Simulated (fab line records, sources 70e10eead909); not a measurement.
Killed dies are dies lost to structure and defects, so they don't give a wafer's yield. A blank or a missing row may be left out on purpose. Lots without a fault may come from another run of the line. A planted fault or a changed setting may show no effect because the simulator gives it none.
fab line records | flow nand_harc
record lots=11 wafers=33 last_day=25
route steps=1159 shown A_M1@1058 A_BONDPAD@1077 THIN_TSV@1125 END@1159
lots that met no fault: from a run of the same line without faults
start_h: hours from the record's first day to the start of the lot's first wafer shown | wait_h: hours since the lot's step before | " the same as in the row above | L1.1+2: a row that stands for several wafers | - no value, or no start given | * or withheld: withheld | < > ~ a bound
route shown NAME@n: a module of which the file shows steps, and the number in the route of the first | usual: mean/standard deviation of fault-free wafers | same: alike in all rows | chamber/n: place in a boat | sites: the reading at each site | _std_site: their standard deviation | _edge_site: outer sites' mean less inner sites' | radius_mm: how far each site lies from the wafer's centre | mask NAME#n: copy n | behind: the tool/chamber that last shaped the wafer | hold: why the lot was held/for how many hours/how that ended | device: the transistor (n, p or np) that didn't switch | end of line: the same wafers' tests at the end of the route | a step without rows: its recipe alone | killed: dies lost to structure and defects at the first sort, not the wafer's yield | map: a wafer's dies, x killed, . not, _ none there
set.NAME: the setting as run; set.NAME@STEP: as run at that earlier step | model.NAME: the simulator's own value behind a step, which no gauge read
steps of the route over a sample of lots; a table a step, a row a wafer
services: from which hour (start_h, from the record's first day; less than 0 if before it) a tool's chamber was out of use, for how many hours, and why
## steps
# step NHARC_A_M1_DEP_33
# recipe target_thk_a=300 temp_c=370 target_thk_nm=30 pressure_torr=3 flow_sccm=200 rf_w=450 material=SiCN
# usual heater_power_outer_w=346/46 heater_power_w=616/59 susceptor_temp_C=370.01/0.22
# columns lot.wafer tool chamber start_h wait_h heater_power_outer_w heater_power_w susceptor_temp_C
L339.3 pecvd-01 0 416.01 0.1 349 650 370.03
L339.1 " 1 " " 312 587 369.97
L339.6 " 2 " " 378 591 370.18
L342.3 pecvd-04 2 421.54 0.1 297 572 369.61
L342.6 " 2 " " 294 560 370.00
L342.4 " 0 " " 352 627 370.12
L346.3 pecvd-03 1 447.56 0.1 280 527 370.13
L346.1 " 2 " " 379 641 370.16
L346.5 " 0 " " 321 619 370.03
L347.3 pecvd-01 2 467.35 0.1 421 662 369.77
L347.1 " 0 " " 354 658 370.19
L347.5 " 2 " " 432 672 370.14
L350.1 pecvd-04 2 482.63 0.1 286 545 369.88
L350.2 " 0 " " 365 649 369.92
L350.4 " 0 " " 360 630 370.03
L357.3 pecvd-04 2 517.27 0.1 232 490 370.36
L357.1 " 0 " " 394 658 369.80
L357.4 " 1 " " 372 634 369.75
L354.1 pecvd-03 1 518.50 0.1 319 596 369.97
L354.3 " 2 " " 353 607 370.01
L354.6 " 0 " " 339 625 369.93
L359.2 pecvd-01 2 527.50 0.1 422 622 370.24
L359.1 " 1 " " 335 578 370.12
L359.4 " 2 " " 408 645 370.33
L358.1 pecvd-04 1 528.69 0.1 415 708 370.07
L358.5 " 0 " " 370 621 370.30
L358.6 " 1 " " 414 722 370.34
L360.1 pecvd-04 1 532.14 0.1 370 640 370.12
L360.4 " 1 " " 380 652 370.07
L360.3 " 2 " " 293 555 369.93
L361.2 pecvd-01 2 542.08 0.1 351 562 370.00
L361.6 " 0 " " 431 743 370.15
L361.5 " 1 " " 284 511 369.92
# step NHARC_A_BONDPAD_ETCH_12
# recipe target_depth_a=2200 time_s=110 chf3_flow_sccm=50 o2_flow_sccm=10 ar_flow_sccm=200 rf_w=500 bias_w=200 chemistry=CHF3/O2
# usual drypump_motor_current_A=5.7/0.47 oes_product_au=0.946/0.025 rf_vpp_V=371.3/2 showerhead_plenum_p_Torr=2.43/0.088 throttle_valve_pct=20.570/0.0093
# columns lot.wafer tool chamber start_h wait_h drypump_motor_current_A oes_product_au rf_hours_counter_h rf_vpp_V showerhead_plenum_p_Torr throttle_valve_pct
L339.3 rie_diel-10 2 - - 6.6 0.932 19 374.7 2.56 20.584
L339.1 " 0 " " 6.1 0.932 19 371.8 2.36 20.560
L339.6 " 2 " " 6.6 0.920 - 373.5 2.56 20.559
L342.4 rie_diel-10 1 - - 5.8 0.939 19 372.8 2.42 20.572
L342.3 " 3 " " 5.0 0.909 21 373.0 2.56 20.561
L342.6 " 2 " " 6.6 0.911 - 374.3 2.56 20.565
L346.1 rie_diel-06 0 - - 5.0 0.953 1 370.6 2.43 20.556
L346.3 " 1 " " 5.3 0.964 1 371.9 2.46 20.576
L346.5 " 0 " " 5.0 0.950 - 372.2 2.43 20.576
L347.3 rie_diel-06 2 - - 5.4 0.992 1 375.0 2.57 20.578
L347.1 " 0 " " 5.0 0.963 1 370.6 2.43 20.592
L347.5 " 2 " " 5.4 0.990 - 374.9 2.57 20.566
L350.1 rie_diel-06 2 - - 5.4 0.983 2 372.7 2.57 20.580
L350.2 " 0 " " 5.0 0.972 2 371.2 2.43 20.576
L350.4 " 1 " " 5.4 0.977 2 370.8 2.46 20.548
L357.4 rie_diel-10 2 - - 6.6 0.925 61 373.7 2.55 20.577
L357.3 " 3 " " 5.0 0.909 55 372.9 2.55 20.560
L357.1 " 0 " " 6.1 0.932 59 367.3 2.34 20.562
L354.3 rie_diel-06 0 - - 5.0 0.964 3 371.8 2.43 20.580
L354.1 " 1 " " 5.3 0.958 3 370.8 2.46 20.565
L354.6 " 3 " " 6.0 0.973 - 373.1 2.44 20.575
L359.4 rie_diel-06 2 - - 5.4 0.936 4 373.9 2.57 20.564
L359.1 " 3 " " 6.0 0.931 4 371.0 2.44 20.580
L359.2 " 0 " " 5.0 0.942 3 370.7 2.43 20.575
L358.1 rie_diel-07 1 - - 6.2 0.939 22 368.8 2.34 20.576
L358.5 " 2 " " 5.5 0.950 - 368.5 2.25 20.579
L358.6 " 3 " " 6.0 0.918 - 370.8 2.40 20.562
L360.1 rie_diel-06 0 - - 5.0 0.992 4 371.0 2.43 20.567
L360.3 " 1 " " 5.3 0.960 4 371.5 2.46 20.571
L360.4 " 2 " " 5.4 0.976 4 373.3 2.57 20.562
L361.2 rie_diel-10 3 - - 5.0 0.995 1 373.0 2.54 20.576
L361.6 " 0 " " 6.0 0.991 - 369.5 2.34 20.574
L361.5 " 1 " " 5.8 0.971 - 370.5 2.40 20.566
# step NHARC_A_BONDPAD_STRIP_15
# recipe o2_flow_sccm=500 ar_flow_sccm=0 bias_w=0 chemistry=O2
# usual drypump_motor_current_A=5.6/0.45 oes_product_au=1.003/0.011 rf_vpp_V=57.9/0.9 showerhead_plenum_p_Torr=3.60/0.12 throttle_valve_pct=17.036/0.0099
# columns lot.wafer tool chamber start_h wait_h drypump_motor_current_A oes_product_au rf_hours_counter_h rf_vpp_V showerhead_plenum_p_Torr throttle_valve_pct
L339.3 rie_diel-07 1 418.75 0.1 6.2 1.007 1 56.6 3.45 17.041
L339.1 " 3 " " 6.0 0.984 1 56.7 3.54 17.039
L339.6 " 0 " " 6.3 0.984 - 58.8 3.66 17.039
L342.4 rie_diel-10 1 423.94 0.1 5.8 1.008 19 58.8 3.55 17.038
L342.3 " 0 " " 6.1 1.001 20 58.0 3.46 17.027
L342.6 " 1 " " 5.8 1.009 - 58.8 3.55 17.017
L346.1 rie_diel-06 3 449.96 0.1 6.0 1.007 1 58.8 3.58 17.052
L346.3 " 0 " " 5.0 0.994 1 59.8 3.57 17.062
L346.5 " 1 " " 5.3 1.013 - 59.2 3.62 17.028
L347.3 rie_diel-06 3 469.74 0.1 6.0 1.012 1 57.3 3.58 17.040
L347.1 " 0 " " 5.0 1.014 1 56.5 3.57 17.027
L347.5 " 2 " " 5.4 1.017 - 58.8 3.78 17.029
L350.2 rie_diel-06 1 484.97 0.1 5.3 0.997 2 57.7 3.62 17.023
L350.4 " 2 " " 5.4 1.016 2 59.4 3.78 17.017
L350.1 " 3 " " 6.0 1.004 2 57.1 3.58 17.020
L357.3 rie_diel-06 1 519.67 0.1 5.4 0.992 3 58.0 3.62 17.044
L357.1 " 3 " " 6.0 1.016 3 58.3 3.58 17.022
L357.4 " 3 " " 6.0 1.003 - 57.9 3.58 17.030
L354.1 rie_diel-06 3 521.23 0.1 6.0 1.007 3 58.5 3.58 17.022
L354.3 " 0 " " 5.0 1.008 3 59.0 3.56 17.038
L354.6 " 3 " " 6.0 1.015 - 57.5 3.58 17.049
L359.4 rie_diel-07 2 529.87 0.1 5.5 1.029 20 56.2 3.32 17.020
L359.1 " 3 " " 6.0 0.999 24 57.6 3.53 17.036
L359.2 " 1 " " 6.2 1.007 22 56.2 3.44 17.035
L358.1 rie_diel-06 1 530.90 0.1 5.3 0.986 4 58.1 3.62 17.016
L358.5 " 3 " " 6.0 1.015 - 58.9 3.58 17.034
L358.6 " 0 " " 5.0 1.016 - 58.0 3.56 17.037
L360.3 rie_diel-06 1 534.67 0.1 5.4 1.000 4 57.8 3.62 17.032
L360.4 " 3 " " 6.0 1.020 4 57.0 3.58 17.027
L360.1 " 0 " " 5.0 1.006 4 58.7 3.56 17.038
L361.2 rie_diel-06 0 544.62 0.1 5.0 1.000 4 58.5 3.56 17.039
L361.6 " 0 " " 5.0 1.001 - 56.5 3.56 17.042
L361.5 " 1 " " 5.3 0.999 - 57.2 3.62 17.043
# step NHARC_THIN_TSV_ETCHBACK_48
# recipe target_depth_a=10285 over_etch_frac=0.3 time_s=405.17 ion_energy_ev=250 c4f8_flow_sccm=withheld ar_flow_sccm=withheld rf_w=600 bias_w=300 chemistry=C4F8/Ar
# usual oes_product_au=0.96/0.034 rf_vpp_V=547/3.4
# columns lot.wafer tool chamber start_h wait_h oes_product_au rf_hours_counter_h rf_vpp_V
L339.1 rie_diel-13 0 440.06 - 0.99 10 542
L339.3 " 3 " " 0.97 8 548
L339.6 " 1 " " 0.97 - 550
L342.3 rie_diel-08 0 442.06 - 0.92 14 552
L342.4 " 1 " " 0.94 13 546
L342.6 " 2 " " 0.93 - 542
L346.1 rie_diel-13 0 467.08 - 0.94 12 541
L346.3 " 2 " " 0.94 11 542
L346.5 " 3 " " 0.93 - 549
L347.3 rie_diel-02 1 490.89 - 0.92 12 548
L347.1 " 3 " " 0.94 11 548
L347.5 " 2 " " 0.92 - 550
L350.4 rie_diel-08 1 501.94 - 0.98 2 546
L350.2 " 2 " " 0.98 1 543
L350.1 " 0 " " 0.99 2 550
L357.4 rie_diel-13 1 536.98 - 0.99 3 549
L357.1 " 3 " " 1.00 3 547
L357.3 " 0 " " 0.99 3 543
L354.3 rie_diel-08 0 538.14 - 0.95 6 550
L354.1 " 1 " " 0.78 7 544
L354.6 " 3 " " 0.76 - 543
L358.1 rie_diel-02 1 548.13 - 1.01 2 548
L358.6 " 3 " " 1.01 - 550
L358.5 " 2 " " 1.01 - 551
L359.4 rie_diel-13 1 549.09 - 0.93 4 551
L359.2 " 3 " " 0.93 4 547
L359.1 " 0 " " 0.94 5 542
L360.3 rie_diel-02 3 553.74 - 0.93 3 551
L360.1 " 2 " " 0.93 3 550
L360.4 " 3 " " 0.93 - 551
L361.2 rie_diel-02 1 564.94 - 0.94 4 547
L361.6 " 1 " " 0.94 - 549
L361.5 " 2 " " 0.93 - 549
# step NHARC_END_SORT_01
# recipe temp_c=25
# usual defect_limited_yield=95.0/1.6 killed_at_array=30/10 killed_at_other=0.5/0.82 killed_at_periphery=2.9/2 killed_dies=34/11 killed_open=3.2/1.8 killed_short=2.0/1.4 sort_bin_2_pct=1.5/0.68 sort_bin_3_pct=0.28/0.21 sort_bin_4_pct=3.1/0.97 sort_n_pass=643/11 sort_rim_yield_pct=94.6/2.9 sort_yield_pct=95.0/1.6
# same gross_dies=677 sort_bin_5_pct[%]=0 sort_bin_6_pct[%]=0 sort_bin_7_pct[%]=0 sort_bin_8_pct[%]=0 sort_rim_n_gross=106.00
# columns lot.wafer tool chamber start_h wait_h hold defect_limited_yield[%] killed_at_array killed_at_other killed_at_periphery killed_dies killed_open killed_short sort_bin_2_pct[%] sort_bin_3_pct[%] sort_bin_4_pct[%] sort_n_pass sort_rim_yield_pct[%] sort_yield_pct[%]
L339.1 prober-01 0 450.54 2.5 - 95.0 32 0 2 34 1 2 1.6 0.44 3.0 643 95.3 95.0
L339.3 prober-01 0 452.17 3.1 - 95.1 31 0 2 33 2 4 1.2 0.30 3.4 644 96.2 95.1
L339.6 prober-01 0 454.61 4.1 - 95.3 29 0 3 32 2 5 1.5 0 3.2 645 90.6 95.3
L342.3 prober-02 0 459.89 3.1 - 95.7 27 0 2 29 1 1 0.7 0.15 3.4 648 92.5 95.7
L342.4 prober-02 0 460.67 3.4 - 95.1 32 0 1 33 3 2 2.2 0 2.7 644 96.2 95.1
L342.6 prober-02 0 462.25 3.9 - 95.7 28 1 0 29 3 3 1.0 0.30 3.0 648 97.2 95.7
L346.1 prober-02 0 481.94 2.6 - 94.7 33 0 3 36 3 1 2.1 0.30 3.0 641 92.5 94.7
L346.3 prober-02 0 483.54 3.1 - 95.1 33 0 0 33 3 1 1.6 0.15 3.1 644 94.3 95.1
L346.5 prober-02 0 485.14 3.7 - 93.9 37 0 4 41 4 0 2.5 0.74 2.8 636 92.5 93.9
L347.1 prober-02 0 502.58 2.5 - 95.1 31 2 0 33 4 1 1.3 0.44 3.1 644 97.2 95.1
L347.3 prober-02 0 504.18 3.1 - 95.0 32 2 0 34 3 0 1.0 0.15 3.8 643 95.3 95.0
L347.5 prober-02 0 505.78 3.7 - 95.3 28 1 3 32 3 1 1.8 0.30 2.7 645 94.3 95.3
L350.1 prober-01 0 515.96 2.5 - 94.4 34 1 3 38 6 4 2.7 0 3.0 639 93.4 94.4
L350.2 prober-01 0 516.73 2.8 - 94.8 31 0 4 35 4 2 2.4 0.30 2.5 642 88.7 94.8
L350.4 prober-01 0 518.28 3.3 - 94.7 28 0 8 36 5 1 2.1 0.15 3.1 641 94.3 94.7
L357.1 prober-01 0 550.84 2.5 - 96.0 20 2 5 27 1 1 1.2 0.15 2.7 650 96.2 96.0
L357.3 prober-01 0 552.44 3.1 - 97.5 12 0 5 17 1 2 0.6 0.15 1.8 660 95.3 97.5
L357.4 prober-01 0 553.23 3.4 - 96.2 21 0 5 26 4 4 1.0 0.30 2.5 651 98.1 96.2
L354.1 prober-02 0 551.89 2.5 await_dispo/3.0h/release 0 42 632 3 677 8 1 95.1 0.30 4.6 0 0 0
L354.3 prober-02 0 553.48 3.1 await_dispo/3.0h/release 94.5 34 0 3 37 2 4 2.1 0.44 3.0 640 93.4 94.5
L354.6 prober-02 0 555.87 4.0 await_dispo/3.0h/release 0 25 648 4 677 3 2 97.5 0.15 2.4 0 0 0
L358.1 prober-01 0 566.36 2.5 - 92.0 49 0 5 54 6 4 2.8 0.74 4.4 623 90.6 92.0
L358.5 prober-01 0 569.54 3.7 - 91.3 50 0 9 59 4 1 2.5 0.44 5.8 618 90.6 91.3
L358.6 prober-01 0 570.33 4.0 - 93.4 43 0 2 45 3 1 2.1 0.59 4.0 632 89.6 93.4
L359.1 prober-01 0 574.19 2.5 - 95.4 29 1 1 31 4 4 1.6 0.15 2.8 646 97.2 95.4
L359.2 prober-01 0 574.99 2.8 - 97.2 15 1 3 19 3 1 0.7 0.15 1.9 658 99.1 97.2
L359.4 prober-01 0 576.59 3.4 - 95.1 28 0 5 33 1 1 1.5 0.15 3.2 644 97.2 95.1
L360.1 prober-02 0 575.30 2.5 - 92.3 50 0 2 52 1 0 2.7 0.30 4.7 625 89.6 92.3
L360.3 prober-02 0 576.92 3.1 - 93.8 41 0 1 42 1 2 1.8 0.44 4.0 635 90.6 93.8
L360.4 prober-02 0 577.73 3.4 - 92.2 49 1 3 53 5 2 3.0 0.30 4.6 624 93.4 92.2
L361.2 prober-02 0 591.84 2.8 - 94.7 33 0 3 36 3 2 1.5 0.30 3.5 641 94.3 94.7
L361.5 prober-02 0 594.23 3.7 - 94.1 40 0 0 40 2 2 1.3 0.15 4.4 637 96.2 94.1
L361.6 prober-02 0 595.03 4.0 - 93.9 40 1 0 41 1 2 2.1 0.44 3.5 636 95.3 93.9
# killed by level:class
L339.1 A_SLIT:chamber_film_flake=15 A_CHANNEL_HOLE_D1:chamber_film_flake=10 A_STAIRCASE:chamber_film_flake=4 A_CHANNEL_FILL_D1:geometric_particle:short=1 P_M1:geometric_particle:short=1 A_WL_FILL:geometric_particle:open=1 P_BONDPAD:chamber_film_flake=1 A_CONTACT:chamber_film_flake=1
L339.3 A_SLIT:chamber_film_flake=12 A_CHANNEL_HOLE_D1:chamber_film_flake=8 A_STAIRCASE:chamber_film_flake=3 A_CHANNEL_FILL_D1:geometric_particle:short=2 A_CONTACT:chamber_film_flake=2 P_M0:geometric_particle:short=1 A_WL_FILL:geometric_particle:short=1 A_BLC:geometric_particle:open=1
L339.6 A_SLIT:chamber_film_flake=13 A_CHANNEL_HOLE_D1:chamber_film_flake=10 A_ONON_D1:geometric_particle:short=3 P_CONTACT:geometric_particle:open=1 P_CONTACT:geometric_particle:short=1 A_WL_FILL:geometric_particle:short=1 A_CONTACT:geometric_particle:open=1 P_BONDPAD:chamber_film_flake=1
L342.3 A_CHANNEL_HOLE_D1:chamber_film_flake=10 A_SLIT:chamber_film_flake=10 A_CONTACT:chamber_film_flake=4 A_SGD_CUT:geometric_particle:short=1 A_CONTACT:geometric_particle:open=1 P_ZERO_WELL:chamber_film_flake=1 P_GATE:chamber_film_flake=1 A_STAIRCASE:chamber_film_flake=1
L342.4 A_SLIT:chamber_film_flake=11 A_CHANNEL_HOLE_D1:chamber_film_flake=10 A_CONTACT:chamber_film_flake=4 A_STAIRCASE:chamber_film_flake=3 P_M0:geometric_particle:short=1 A_ONON_D1:geometric_particle:open=1 A_CHANNEL_FILL_D1:geometric_particle:short=1 A_SGD_CUT:geometric_particle:open=1
L342.6 A_SLIT:chamber_film_flake=11 A_CHANNEL_HOLE_D1:chamber_film_flake=8 A_STAIRCASE:chamber_film_flake=2 A_CONTACT:chamber_film_flake=2 A_ONON_D1:geometric_particle:open=1 A_WL_FILL:geometric_particle:open=1 A_CONTACT:geometric_particle:short=1 A_M0:geometric_particle:short=1
L346.1 A_CHANNEL_HOLE_D1:chamber_film_flake=12 A_SLIT:chamber_film_flake=9 A_CONTACT:chamber_film_flake=5 A_STAIRCASE:chamber_film_flake=3 P_CONTACT:chamber_film_flake=2 A_CONTACT:geometric_particle:short=1 A_CONTACT:geometric_particle:open=1 A_BLC:geometric_particle:open=1
L346.3 A_CHANNEL_HOLE_D1:chamber_film_flake=15 A_STAIRCASE:chamber_film_flake=6 A_SLIT:chamber_film_flake=6 A_CONTACT:chamber_film_flake=2 A_ONON_D1:geometric_particle:open=1 A_ONON_D1:geometric_particle:short=1 A_CHANNEL_HOLE_D1:geometric_particle:open=1 A_CHANNEL_FILL_D1:geometric_particle:open=1
L346.5 A_SLIT:chamber_film_flake=14 A_CHANNEL_HOLE_D1:chamber_film_flake=12 A_STAIRCASE:chamber_film_flake=3 P_GATE:chamber_film_flake=2 A_CONTACT:chamber_film_flake=2 A_SOURCE_PLATE:geometric_particle:open=1 A_ONON_D1:geometric_particle:open=1 A_CHANNEL_HOLE_D1:geometric_particle:open=1
L347.1 A_CHANNEL_HOLE_D1:chamber_film_flake=8 A_SLIT:chamber_film_flake=8 A_CONTACT:chamber_film_flake=6 A_STAIRCASE:chamber_film_flake=4 A_WL_FILL:geometric_particle:open=2 THIN_TSV:chamber_film_flake=2 A_CHANNEL_FILL_D1:geometric_particle:open=1 A_WL_FILL:geometric_particle:short=1
L347.3 A_SLIT:chamber_film_flake=11 A_CHANNEL_HOLE_D1:chamber_film_flake=9 A_CONTACT:chamber_film_flake=7 A_STAIRCASE:chamber_film_flake=2 A_CONTACT:geometric_particle:open=1 A_M0:geometric_particle:open=1 STARTING-WAFER:geometric_particle:open=1 A_CHANNEL_FILL_D1:chamber_film_flake=1
L347.5 A_CHANNEL_HOLE_D1:chamber_film_flake=9 A_SLIT:chamber_film_flake=9 A_CONTACT:chamber_film_flake=5 A_STAIRCASE:chamber_film_flake=4 P_CONTACT:geometric_particle:short=1 P_M0:geometric_particle:open=1 P_M2:geometric_particle:open=1 A_CONTACT:geometric_particle:open=1
L350.1 A_CHANNEL_HOLE_D1:chamber_film_flake=19 A_CONTACT:chamber_film_flake=3 A_CHANNEL_FILL_D1:geometric_particle:short=2 A_CONTACT:geometric_particle:open=2 P_STI:geometric_particle:open=1 P_CONTACT:geometric_particle:open=1 A_SOURCE_PLATE:geometric_particle:short=1 A_ONON_D1:geometric_particle:open=1
L350.2 A_CHANNEL_HOLE_D1:chamber_film_flake=17 A_CONTACT:chamber_film_flake=5 P_M1:chamber_film_flake=2 A_CHANNEL_FILL_D1:chamber_film_flake=2 A_STAIRCASE:chamber_film_flake=2 P_GATE:geometric_particle:short=1 A_ONON_D1:geometric_particle:open=1 A_WL_FILL:geometric_particle:short=1
L350.4 A_CHANNEL_HOLE_D1:chamber_film_flake=17 A_CONTACT:chamber_film_flake=5 P_GATE:geometric_particle:open=2 P_GATE:chamber_film_flake=2 A_CHANNEL_FILL_D1:chamber_film_flake=2 A_STAIRCASE:chamber_film_flake=2 P_M0:geometric_particle:open=1 P_M1:geometric_particle:open=1
L357.1 A_CONTACT:chamber_film_flake=8 P_ZERO_WELL:chamber_film_flake=5 A_CHANNEL_HOLE_D1:chamber_film_flake=5 A_SGD_CUT:chamber_film_flake=2 A_WL_FILL:chamber_film_flake=2 THIN_TSV:chamber_film_flake=2 A_WL_FILL:geometric_particle:short=1 A_CONTACT:geometric_particle:open=1
L354.1 THIN_TSV:area_etchback=632 A_SLIT:chamber_film_flake=14 A_CHANNEL_HOLE_D1:chamber_film_flake=12 A_CONTACT:chamber_film_flake=3 A_BLC:chamber_film_flake=3 A_ONON_D1:geometric_particle:open=2 P_M2:geometric_particle:open=1 A_SOURCE_PLATE:geometric_particle:open=1
L357.3 A_CHANNEL_HOLE_D1:chamber_film_flake=5 P_STI:chamber_film_flake=3 A_SGD_CUT:chamber_film_flake=2 A_CONTACT:chamber_film_flake=2 P_M0:geometric_particle:open=1 A_CHANNEL_FILL_D1:geometric_particle:short=1 A_M0:geometric_particle:short=1 P_ZERO_WELL:chamber_film_flake=1
L357.4 A_CHANNEL_HOLE_D1:chamber_film_flake=10 P_ZERO_WELL:chamber_film_flake=4 A_CONTACT:chamber_film_flake=4 A_SGD_CUT:geometric_particle:short=2 P_CONTACT:geometric_particle:open=1 A_ONON_D1:geometric_particle:short=1 A_SGD_CUT:geometric_particle:open=1 A_WL_FILL:geometric_particle:short=1
L354.3 A_SLIT:chamber_film_flake=15 A_CHANNEL_HOLE_D1:chamber_film_flake=5 A_CONTACT:chamber_film_flake=4 A_BLC:chamber_film_flake=4 A_WL_FILL:geometric_particle:short=2 P_M0:geometric_particle:short=1 A_ONON_D1:geometric_particle:short=1 A_CONTACT:geometric_particle:open=1
L354.6 THIN_TSV:area_etchback=647 A_SLIT:chamber_film_flake=14 A_CHANNEL_HOLE_D1:chamber_film_flake=4 A_STAIRCASE:chamber_film_flake=3 P_CONTACT:geometric_particle:open=1 P_M0:geometric_particle:short=1 A_SOURCE_PLATE:geometric_particle:open=1 A_CHANNEL_FILL_D1:geometric_particle:short=1
L358.1 A_CHANNEL_HOLE_D1:chamber_film_flake=18 A_SLIT:chamber_film_flake=14 A_CONTACT:chamber_film_flake=4 A_ZERO_WELL:chamber_film_flake=3 A_STAIRCASE:chamber_film_flake=3 A_CONTACT:geometric_particle:open=2 P_M2:chamber_film_flake=2 P_CONTACT:geometric_particle:open=1
L358.5 A_SLIT:chamber_film_flake=20 A_CHANNEL_HOLE_D1:chamber_film_flake=17 A_CONTACT:chamber_film_flake=6 P_M2:chamber_film_flake=5 A_ONON_D1:geometric_particle:open=2 P_STI:chamber_film_flake=2 P_M1:geometric_particle:open=1 A_CHANNEL_FILL_D1:geometric_particle:short=1
L358.6 A_CHANNEL_HOLE_D1:chamber_film_flake=21 A_SLIT:chamber_film_flake=14 A_CONTACT:chamber_film_flake=3 A_CONTACT:geometric_particle:open=2 A_WL_FILL:geometric_particle:open=1 A_CONTACT:geometric_particle:short=1 P_STI:chamber_film_flake=1 P_M2:chamber_film_flake=1
L359.1 A_CHANNEL_HOLE_D1:chamber_film_flake=12 A_CONTACT:chamber_film_flake=7 A_SGD_CUT:geometric_particle:short=2 A_CHANNEL_HOLE_D1:geometric_particle:open=1 A_CHANNEL_FILL_D1:geometric_particle:open=1 A_WL_FILL:geometric_particle:short=1 A_CONTACT:geometric_particle:open=1 A_CONTACT:geometric_particle:short=1
L359.2 A_CHANNEL_HOLE_D1:chamber_film_flake=7 A_CONTACT:chamber_film_flake=3 A_STAIRCASE:chamber_film_flake=2 P_CONTACT:geometric_particle:open=1 A_CHANNEL_HOLE_D1:geometric_particle:short=1 A_CHANNEL_FILL_D1:geometric_particle:open=1 A_CONTACT:geometric_particle:open=1 P_GATE:chamber_film_flake=1
L360.1 A_SLIT:chamber_film_flake=17 A_CHANNEL_HOLE_D1:chamber_film_flake=17 A_WL_FILL:chamber_film_flake=5 A_STAIRCASE:chamber_film_flake=4 A_CONTACT:chamber_film_flake=4 A_M1:chamber_film_flake=2 A_CHANNEL_HOLE_D1:geometric_particle:open=1 P_ZERO_WELL:chamber_film_flake=1
L359.4 A_CHANNEL_HOLE_D1:chamber_film_flake=21 A_M0:chamber_film_flake=4 P_CONTACT:chamber_film_flake=2 P_GATE:geometric_particle:open=1 A_WL_FILL:geometric_particle:short=1 P_GATE:chamber_film_flake=1 P_M2:chamber_film_flake=1 A_CONTACT:chamber_film_flake=1
L360.3 A_SLIT:chamber_film_flake=14 A_CHANNEL_HOLE_D1:chamber_film_flake=13 A_WL_FILL:chamber_film_flake=4 A_CONTACT:chamber_film_flake=4 A_STAIRCASE:chamber_film_flake=2 A_SOURCE_PLATE:geometric_particle:open=1 A_CONTACT:geometric_particle:short=1 A_M0:geometric_particle:short=1
L360.4 A_SLIT:chamber_film_flake=19 A_CHANNEL_HOLE_D1:chamber_film_flake=16 A_STAIRCASE:chamber_film_flake=6 A_CONTACT:chamber_film_flake=2 P_CONTACT:geometric_particle:open=1 A_ONON_D1:geometric_particle:open=1 A_ONON_D1:geometric_particle:short=1 A_CHANNEL_FILL_D1:geometric_particle:open=1
L361.2 A_SLIT:chamber_film_flake=11 A_CHANNEL_HOLE_D1:chamber_film_flake=10 A_CONTACT:chamber_film_flake=8 P_CONTACT:geometric_particle:short=1 P_M1:geometric_particle:open=1 A_SGD_CUT:geometric_particle:open=1 A_WL_FILL:geometric_particle:short=1 A_CONTACT:geometric_particle:open=1
L361.5 A_SLIT:chamber_film_flake=18 A_CHANNEL_HOLE_D1:chamber_film_flake=7 A_CONTACT:chamber_film_flake=7 A_WL_FILL:chamber_film_flake=3 A_SGD_CUT:geometric_particle:short=2 A_CHANNEL_FILL_D1:geometric_particle:open=1 A_M0:geometric_particle:open=1 A_BONDPAD:chamber_film_flake=1
L361.6 A_SLIT:chamber_film_flake=17 A_CHANNEL_HOLE_D1:chamber_film_flake=10 A_CONTACT:chamber_film_flake=7 A_WL_FILL:chamber_film_flake=4 A_ONON_D1:geometric_particle:open=1 A_SGD_CUT:geometric_particle:short=1 THIN_TSV:geometric_particle:short=1
## services
# columns tool chamber start_h hours kind
rie_diel-07 0 399.53 2.7 repair
rie_diel-08 3 403.36 9.2 repair
rie_diel-07 - 405.22 9.0 pm
pecvd-04 - 410.43 0.7 repair
pecvd-04 - 414.04 1.8 repair
pecvd-01 - 418.14 13.0 pm
rie_diel-06 - 418.20 9.0 pm
pecvd-04 1 433.42 4.3 repair
rie_diel-10 3 460.06 4.1 repair
rie_diel-13 2 472.10 4.7 repair
rie_diel-10 3 479.12 10.5 repair
rie_diel-13 - 480.02 9.0 pm
pecvd-01 - 482.25 5.7 repair
rie_diel-02 - 484.34 0.2 repair
rie_diel-10 0 485.28 9.0 repair
rie_diel-06 0 496.44 15.7 repair
rie_diel-02 - 504.70 9.0 pm
rie_diel-06 2 517.61 4.1 repair
rie_diel-02 0 527.82 34.6 repair
pecvd-04 0 531.00 5.6 repair
rie_diel-10 - 531.09 9.0 pm
pecvd-04 - 547.48 1.4 repair
pecvd-01 2 555.00 8.3 repair
pecvd-04 - 557.68 13.0 pm
## key
first_sign step=NHARC_THIN_TSV_ETCHBACK_48 reading=oes_product_au direction=down sigmas=5.7 usual=0.96 struck=0.77
effect step=NHARC_END_SORT_01 reading=killed_at_other direction=up sigmas=99+ usual=0.5 struck=640
more_kills_born_at NHARC_THIN_TSV_ETCHBACK_48@rie_diel-08=1279
met_at NHARC_THIN_TSV_ETCHBACK_48
struck_lots L354
struck_wafers L354.1,L354.6
later_rows_left_out L354.1,L354.6
not_acting_at NHARC_A_M1_DEP_33,NHARC_A_BONDPAD_ETCH_12,NHARC_A_BONDPAD_STRIP_15
onset_between 501.94 538.14
fault kind=process_parameter_drift tool=rie_diel-08 chamber=- onset_h=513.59 steps=NHARC_THIN_TSV_ETCHBACK_48 channel=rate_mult offset=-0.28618 shape=step end_h=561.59 scope=struck_wafers_only
# later_rows_left_out: the simulator's readings of these wafers behind a module that went badly wrong aren't trusted and aren't shown, but for the sort
